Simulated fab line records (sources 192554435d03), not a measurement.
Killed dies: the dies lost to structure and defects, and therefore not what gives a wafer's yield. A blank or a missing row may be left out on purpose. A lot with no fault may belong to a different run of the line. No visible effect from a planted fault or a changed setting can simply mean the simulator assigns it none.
fab line records | flow n5-finfet
[record] lots = 7 wafers = 21
route steps=1938 shown ZERO_LAYER@16 WELL_APT@24 FIN_SAQP@116 FIN_CUT@173 DUMMY_GATE@223
start-h: start of the lot's first displayed wafer, in hours after the record's first day | wait-h: hours elapsed since this lot's preceding step | " as in the row above | L1.1+2: one row covering several wafers at once | - value missing, or start not given | * or withheld: withheld | < > ~ a bound
route shown NAME@n: a module of which the file shows steps, and the number in the route of the first | usual: average and standard deviation across the fault-free wafers | same: alike in all rows | chamber/n: place in a boat | sites: per-site readings | _std_site: the standard deviation of these | _edge_site: inner sites' mean taken away from outer sites' mean | radius-mm: how far each site lies from the wafer's centre | mask NAME#n: copy n | behind: tool/chamber where the wafer was last shaped | hold: the reason the lot was held/the length of the hold in hours/how it ended | device: the transistor (n, p or np) that didn't switch | end of line: tests run on the same wafers once the route is complete | where a step has no rows: the recipe by itself | killed: count of dies lost to structure and defects at first sort (not the wafer's yield) | map: per-die view of a wafer (x killed, . not killed, _ where there is no die)
set.NAME: the run value of the setting; set.NAME@STEP: its run value at that earlier step | model.NAME: the simulator's own value behind a step, which no gauge read
one table per step and one row per wafer, for lots whose settings were changed on purpose
[[steps]]
[step N5_ZERO_LAYER_ETCH_18]
[recipe] chemistry = HBr/Cl2 target = Si target-depth-a = 1200 time-s = 40 pressure-mtorr = 10 icp-w = 800 bias-w = 75 HBr_flow_sccm = 150 Cl2_flow_sccm = 80
// columns lot.wafer tool chamber start-h wait-h set.icp-w model.etch.depth-nm model.ZERO_LAYER.feature-depth-nm
L074.2 rie-si-05 0 12.92 0.0 800 120.8 120.8
L074.3 " 2 " " 903.9 130.1 130.1
L074.4 " 0 " " 903.9 127.2 127.2
L076.3 rie-si-06 3 24.85 0.1 800 117.2 117.2
L076.4 " 0 " " 800 118.3 118.3
L076.6 " 1 " " 800 117.9 117.9
L080.3+5 rie-si-05 2 49.13 0.0 800 121.8 121.8
L080.4 " 0 " " 933.5 130 130
L085.3 rie-si-05 3 78.81 0.0 800 121.6 121.6
L085.4 " 2 " " 800 120.7 120.7
L085.5 " 1 " " 913.7 130.5 130.5
L088.4 rie-si-06 0 96.92 0.1 743.6 114.8 114.8
L088.5 " 1 " " 800 119.7 119.7
L088.6 " 2 " " 743.6 116.4 116.4
L091.1 rie-si-06 2 114.79 0.0 800 122 122
L091.2 " 3 " " 800 117.9 117.9
L091.6 " 0 " " 800 119.3 119.3
L093.2 rie-si-05 0 126.79 0.0 885.2 125.7 125.7
L093.3 " 3 " " 800 122 122
L093.5 " 3 " " 800 121.3 121.3
[step N5_WELL_APT_EXPOSE_05]
[recipe] mask-id = NWELL na = 0.8 source-shape = conventional sigma-outer = 0.8 polarization = unpolarized defocus-nm = 0 target-cd-nm = 200 dose-mj = 20.3
// columns lot.wafer tool chamber start-h wait-h mask set.dose-mj
L074.2+3 krf-scanner-02 0 13.65 - NWELL#0 20.3
L074.4 " 0 " " NWELL#0 19.12
L076.3+4+6 krf-scanner-02 0 25.58 - NWELL#0 20.3
L080.3 krf-scanner-01 0 49.87 - NWELL#0 18.88
L080.4+5 " 0 " " NWELL#0 20.3
L085.3+4+5 krf-scanner-02 0 79.58 - NWELL#0 20.3
L088.4 krf-scanner-02 0 97.66 - NWELL#0 19.82
L088.5+6 " 0 " " NWELL#0 20.3
L091.1+2+6 krf-scanner-02 0 115.53 - NWELL#0 20.3
L093.2+3+5 krf-scanner-02 0 127.53 - NWELL#0 20.3
[step N5_WELL_APT_PEB_06]
[recipe] peb-temp-c = 130 peb-time-s = 90
[step N5_WELL_APT_DEVELOP_07]
[recipe] develop-time-s = 45 rinse-liquid = surfactant-rinse dry = air-spin dev-temp-c = 21
[step N5_WELL_APT_HARDBAKE_12]
[recipe] temp-c = 130 time-s = 120
[step N5_WELL_APT_CD_MEAS_08]
[recipe] target-cd-nm = 200 landing-energy-ev = 500 detector = se-inlens
[usual] cd-nm = 200.0/1.4
// columns lot.wafer tool chamber start-h wait-h set.dose-mj@WELL_APT_EXPOSE_05 cd-nm
L074.2 cd-sem-02 0 13.82 - 20.3 200.9
L074.3 " 0 " " 20.3 200.5
L074.4 " 0 " " 19.12 190.1
L076.3 cd-sem-01 0 25.75 - 20.3 200.2
L076.4 " 0 " " 20.3 198.7
L076.6 " 0 " " 20.3 199.8
L080.3 cd-sem-03 0 50.04 - 18.88 184.9
L080.4 " 0 " " 20.3 196.7
L080.5 " 0 " " 20.3 198.7
L085.3 cd-sem-01 0 79.74 - 20.3 198.0
L085.4 " 0 " " 20.3 199.3
L085.5 " 0 " " 20.3 199.7
L088.4 cd-sem-01 0 97.82 - 19.82 198.8
L088.5 " 0 " " 20.3 200.3
L088.6 " 0 " " 20.3 201.8
L091.1 cd-sem-03 0 115.71 - 20.3 198.5
L091.2 " 0 " " 20.3 198.4
L091.6 " 0 " " 20.3 198.6
L093.2 cd-sem-02 0 127.70 - 20.3 199.7
L093.3 " 0 " " 20.3 199.1
L093.5 " 0 " " 20.3 200.7
[step N5_WELL_APT_DESCUM_13]
[recipe] chemistry = O2 time-s = 7.9 source-power-w = 50 bias-power-w = 20 pressure-mtorr = 20 rf-frequency-hz = 2.712e+07 temp-c = 40 o2-flow-sccm = 225
// columns lot.wafer tool chamber start-h wait-h set.dose-mj@WELL_APT_EXPOSE_05 model.WELL_APT.cd-nm
L074.2 rie-diel-06 3 13.90 0.0 20.3 200.8
L074.3 " 2 " " 20.3 200.3
L074.4 " 1 " " 19.12 190.2
L076.3 rie-diel-06 3 26.00 0.2 20.3 200.3
L076.4 " 1 " " 20.3 198.5
L076.6 " 3 " " 20.3 199.8
L080.3 rie-diel-01 0 50.39 0.3 18.88 185
L080.4 " 3 " " 20.3 196.5
L080.5 " 0 " " 20.3 198.6
L085.3 rie-diel-01 3 79.83 0.0 20.3 197.7
L085.4+5 " 0 " " 20.3 199.4
L088.4 rie-diel-06 1 97.91 0.0 19.82 198.7
L088.5 " 2 " " 20.3 200.3
L088.6 " 3 " " 20.3 201.6
L091.1 rie-diel-06 0 115.80 0.0 20.3 198.2
L091.2 " 3 " " 20.3 198.4
L091.6 " 1 " " 20.3 198.6
L093.2 rie-diel-05 2 127.85 0.1 20.3 199.9
L093.3 " 0 " " 20.3 198.9
L093.5 " 0 " " 20.3 200.6
[step N5_FIN_SAQP_ETCH_52]
[recipe] chemistry = N2/H2 target = SOC target-depth-a = 1000 overetch-a = 200 mask-material = SiARC temp-c = 40 time-s = 150 ion-energy-ev = 200 pressure-mtorr = 30 source-w = 840 bias-w = 150 n2-flow-sccm = 200 h2-flow-sccm = 200 ends = end-point
[usual] rf-vpp-V = 524.1/2.8
// columns lot.wafer tool chamber start-h wait-h set.source-w rf-vpp-V
L074.2 rie-diel-01 0 23.57 0.0 798.4 531.4
L074.3 " 3 " " 798.4 530.9
L074.4 " 2 " " 840 521.4
L076.3 rie-diel-05 1 35.01 0.0 840 526.0
L076.4 " 3 " " 840 519.9
L076.6 " 1 " " 840 526.5
L080.3 rie-diel-05 3 59.91 0.0 840 517.6
L080.4 " 3 " " 792.8 529.8
L080.5 " 2 " " 792.8 533.4
L085.3 rie-diel-01 3 89.35 0.0 840 520.7
L085.4 " 1 " " 951.3 502.1
L085.5 " 3 " " 840 522.1
L088.4 rie-diel-06 1 106.63 0.0 900.5 516.3
L088.5 " 3 " " 900.5 515.1
L088.6 " 2 " " 840 523.8
L091.1 rie-diel-06 0 123.91 0.0 840 528.4
L091.2 " 3 " " 840 526.0
L091.6 " 1 " " 840 527.2
L093.2 rie-diel-01 1 137.47 0.0 948.9 503.2
L093.3 " 2 " " 948.9 501.3
L093.5 " 2 " " 840 521.9
[step N5_FIN_SAQP_SPACER1_ALD_24]
[recipe] material = SiO2 target-thk-a = 203 temp-c = 300 ald-precursor-family = BDEAS ald-co-reactant = O2-plasma pulse-time-s = 1 purge-time-s = 2 co-reactant-purge-time-s = 2 ald-cycles = 218 pressure-torr = 2
// columns lot.wafer tool chamber start-h wait-h set.temp-c
L074.2+3 ald-sin-04 0,2 24.81 0.5 300
L074.4 " 1 " " 307.4
L076.3 ald-sin-01 2 36.01 0.1 300
L076.4+6 " 1,2 " " 309.1
L080.3 ald-sin-03 3 60.90 0.1 303.9
L080.4+5 " 0,3 " " 300
L085.3 ald-sin-01 3 90.39 0.2 300
L085.4+5 " 1 " " 294.8
L088.4 ald-sin-04 1 107.65 0.2 287
L088.5+6 " 0,3 " " 300
L091.1+2+6 ald-sin-04 2,0,2 124.92 0.3 300
L093.2+3 ald-sin-01 1,3 138.47 0.3 287.9
L093.5 " 0 " " 300
[step N5_FIN_SAQP_SPACER1_ETCHBACK_25]
[recipe] chemistry = CHF3/O2 mode = anisotropic-etchback target = SiO2 target-depth-a = 244 time-s = 12.2 pressure-mtorr = 30 source-w = 650 bias-w = 170 Ar_flow_sccm = 200 CHF3_flow_sccm = 50 O2_flow_sccm = 5 ion-energy-ev = 200
[step N5_FIN_SAQP_MANDREL1_REMOVE_56]
[recipe] chemistry = HBr/Cl2/O2 bt-time-s = 10 target = a-Si stop-on = SiNx endpoint = OES-SiCl over-etch-frac = 1 icp-w = 600 bias-w = 22 HBr_flow_sccm = 150 Cl2_flow_sccm = 80 O2_flow_sccm = 5 pressure-mtorr = 10
// columns lot.wafer tool chamber start-h wait-h set.temp-c@FIN_SAQP_SPACER1_ALD_24 model.FIN_SAQP.cd-nm
L074.2+3 rie-si-01 1,2 25.63 0.1 300 20.2
L074.4 " 0 " " 307.4 20.2
L076.3 rie-si-01 0 36.82 0.1 300 20.4
L076.4+6 " 2,3 " " 309.1 20
L080.3 rie-si-01 2 61.92 0.1 303.9 20.2
L080.4+5 " 0,1 " " 300 20.2
L085.3 rie-si-01 3 91.19 0.1 300 20.6
L085.4+5 " 1,0 " " 294.8 20.8
L088.4 rie-si-06 1 108.46 0.0 287 21.2
L088.5 " 3 " " 300 20
L088.6 " 2 " " 300 20.2
L091.1 rie-si-05 3 125.76 0.1 300 20.4
L091.2+6 " 0,1 " " 300 20.2
L093.2+3 rie-si-06 2,0 139.28 0.1 287.9 21.2
L093.5 " 1 " " 300 20.2
[step N5_FIN_CUT_CUT_ETCH_26]
[recipe] chemistry = CH3F/O2 target = SiNx target-depth-a = 390 mask-material = SOC time-s = 55.7 pressure-mtorr = 30 source-w = 395 bias-w = 73 Ar_flow_sccm = 150 CH3F_flow_sccm = 30 O2_flow_sccm = 20 ion-energy-ev = 120
// columns lot.wafer tool chamber start-h wait-h set.time-s model.etch.depth-nm model.SOC_of_FIN_CUT_COAT_18.thk-nm
L074.2 rie-diel-02 1 28.99 0.0 55.7 39.85 210.6
L074.3 " 3 " " 55.7 38.62 211.4
L074.4 " 0 " " 55.7 38.72 211
L076.3 rie-diel-04 2 39.92 0.0 51.76 35.63 214.8
L076.4 " 1 " " 51.76 35.91 214.2
L076.6 " 2 " " 51.76 35.47 214.4
L080.3 rie-diel-02 1 65.45 0.0 55.7 39.73 211
L080.4 " 2 " " 55.7 38.28 212
L080.5 " 2 " " 55.7 38.39 211.4
L085.3 rie-diel-03 1 94.91 0.0 55.7 38.8 212.2
L085.4 " 2 " " 55.7 38.92 211.2
L085.5 " 2 " " 48.66 33.94 214.4
L088.4 rie-diel-02 3 111.66 0.0 66.23 45.21 209.8
L088.5 " 1 " " 66.23 46.36 210.6
L088.6 " 0 " " 55.7 38.22 213.6
L091.1 rie-diel-04 1 129.16 0.0 55.7 38.31 212.4
L091.2 " 2 " " 55.7 37.59 212.6
L091.6 " 1 " " 55.7 38.64 212
L093.2 rie-diel-02 2 142.89 0.0 55.7 38.46 212
L093.3 " 0 " " 45.93 31.87 214.4
L093.5 " 2 " " 45.93 31.93 213.6
[step N5_FIN_CUT_CUT_ETCH_15]
[recipe] chemistry = HBr/Cl2/O2 target = Si target-depth-a = 1000 bt-time-s = 10 mask-material = SOC time-s = 42.4 ion-energy-ev = * bias-w = * pressure-mtorr = 10 icp-w = 800 HBr_flow_sccm = 150 Cl2_flow_sccm = 80 O2_flow_sccm = 12
// columns lot.wafer tool chamber start-h wait-h set.time-s model.etch.depth-nm model.FIN_CUT.feature-depth-nm model.SOC_of_FIN_CUT_COAT_18.thk-nm
L074.2 rie-si-03 2 29.18 0.1 42.4 98.82 98.8 169.6
L074.3 " 0 " " 42.4 98.61 98.6 170.8
L074.4 " 1 " " 42.4 98.16 98.2 170.4
L076.3 rie-si-02 2 40.12 0.0 35.8 84.75 84.8 179.2
L076.4 " 1 " " 42.4 98.72 98.8 173.6
L076.6 " 2 " " 42.4 100 100 173.2
L080.3 rie-si-02 0 65.64 0.0 42.4 100.7 100.8 169.2
L080.4 " 2 " " 42.4 101.5 101.4 170
L080.5 " 0 " " 42.4 100.6 100.6 169.8
L085.3 rie-si-03 2 95.11 0.0 36.25 86.31 86.4 176
L085.4 " 3 " " 42.4 100.6 100.6 169.8
L085.5 " 1 " " 36.25 83.96 84 179.2
L088.4 rie-si-04 2 111.85 0.0 42.4 100.1 100.2 168.6
L088.5 " 0 " " 42.4 100.5 100.6 169.2
L088.6 " 3 " " 42.4 99.77 99.8 172.6
L091.1 rie-si-04 0 129.36 0.1 42.4 100.7 100.6 171
L091.2 " 3 " " 42.4 98.75 98.8 172
L091.6 " 0 " " 42.4 100.9 100.8 170.6
L093.2 rie-si-04 3 143.51 0.1 34 79.86 79.8 178.4
L093.3 " 1 " " 34 82.42 82.4 179.6
L093.5 " 2 " " 34 81.2 81.2 179.6
[step N5_DUMMY_GATE_COAT_35]
[recipe] resist = SiARC temp-c = 220 time-s = 60 spin-rpm = 1500 resist-thk-nm = 10
// columns lot.wafer tool chamber start-h wait-h set.spin-rpm model.SiARC_of_DUMMY_GATE_COAT_35.thk-nm
L074.2+4 litho-track-01 0 - - 1617 9.6
L074.3 " 0 " " 1500 10
L076.3+6 litho-track-04 0 - - 1578 9.8
L076.4 " 0 " " 1500 10
L080.3 litho-track-02 0 - - 1338 10.6
L080.4+5 " 0 " " 1500 10
L085.3+4 litho-track-02 0 - - 1500 10
L085.5 " 0 " " 1543 9.8
L088.4+5+6 litho-track-01 0 - - 1500 10
L091.1+2+6 litho-track-01 0 - - 1500 10
L093.2 litho-track-04 0 - - 1367 10.4
L093.3+5 " 0 " " 1500 10
[[key]]
[split] step = N5_ZERO_LAYER_ETCH_18 setting = icp-w stated = 800 by = wafer
[response] step = N5_ZERO_LAYER_ETCH_18 reading = model.etch.depth-nm change = +0.544 per = 1% r = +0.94
[response] step = N5_ZERO_LAYER_ETCH_18 reading = model.ZERO_LAYER.feature-depth-nm change = +0.544 per = 1% r = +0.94
[split] step = N5_WELL_APT_EXPOSE_05 setting = dose-mj stated = 20.3 by = wafer
[response] step = N5_WELL_APT_CD_MEAS_08 reading = cd-nm change = +1.77 per = 1% r = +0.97
[response] step = N5_WELL_APT_DESCUM_13 reading = model.WELL_APT.cd-nm change = +1.74 per = 1% r = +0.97
[split] step = N5_FIN_SAQP_ETCH_52 setting = source-w stated = 840 by = wafer
[response] step = N5_FIN_SAQP_ETCH_52 reading = rf-vpp-V change = -1.54 per = 1% r = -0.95
[split] step = N5_FIN_SAQP_SPACER1_ALD_24 setting = temp-c stated = 300 by = wafer
[response] step = N5_FIN_SAQP_MANDREL1_REMOVE_56 reading = model.FIN_SAQP.cd-nm change = -0.188 per = 1% r = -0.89
[split] step = N5_FIN_CUT_CUT_ETCH_26 setting = time-s stated = 55.7 by = wafer
[response] step = N5_FIN_CUT_CUT_ETCH_26 reading = model.etch.depth-nm change = +0.388 per = 1% r = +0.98
[response] step = N5_FIN_CUT_CUT_ETCH_26 reading = model.SOC_of_FIN_CUT_COAT_18.thk-nm change = -0.162 per = 1% r = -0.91
[split] step = N5_FIN_CUT_CUT_ETCH_15 setting = time-s stated = 42.4 by = wafer
[response] step = N5_FIN_CUT_CUT_ETCH_15 reading = model.etch.depth-nm change = +0.998 per = 1% r = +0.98
[response] step = N5_FIN_CUT_CUT_ETCH_15 reading = model.FIN_CUT.feature-depth-nm change = +0.995 per = 1% r = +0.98
[response] step = N5_FIN_CUT_CUT_ETCH_15 reading = model.SOC_of_FIN_CUT_COAT_18.thk-nm change = -0.449 per = 1% r = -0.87
[split] step = N5_DUMMY_GATE_COAT_35 setting = spin-rpm stated = 1500 by = wafer
[response] step = N5_DUMMY_GATE_COAT_35 reading = model.SiARC_of_DUMMY_GATE_COAT_35.thk-nm change = -0.0507 per = 1% r = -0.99
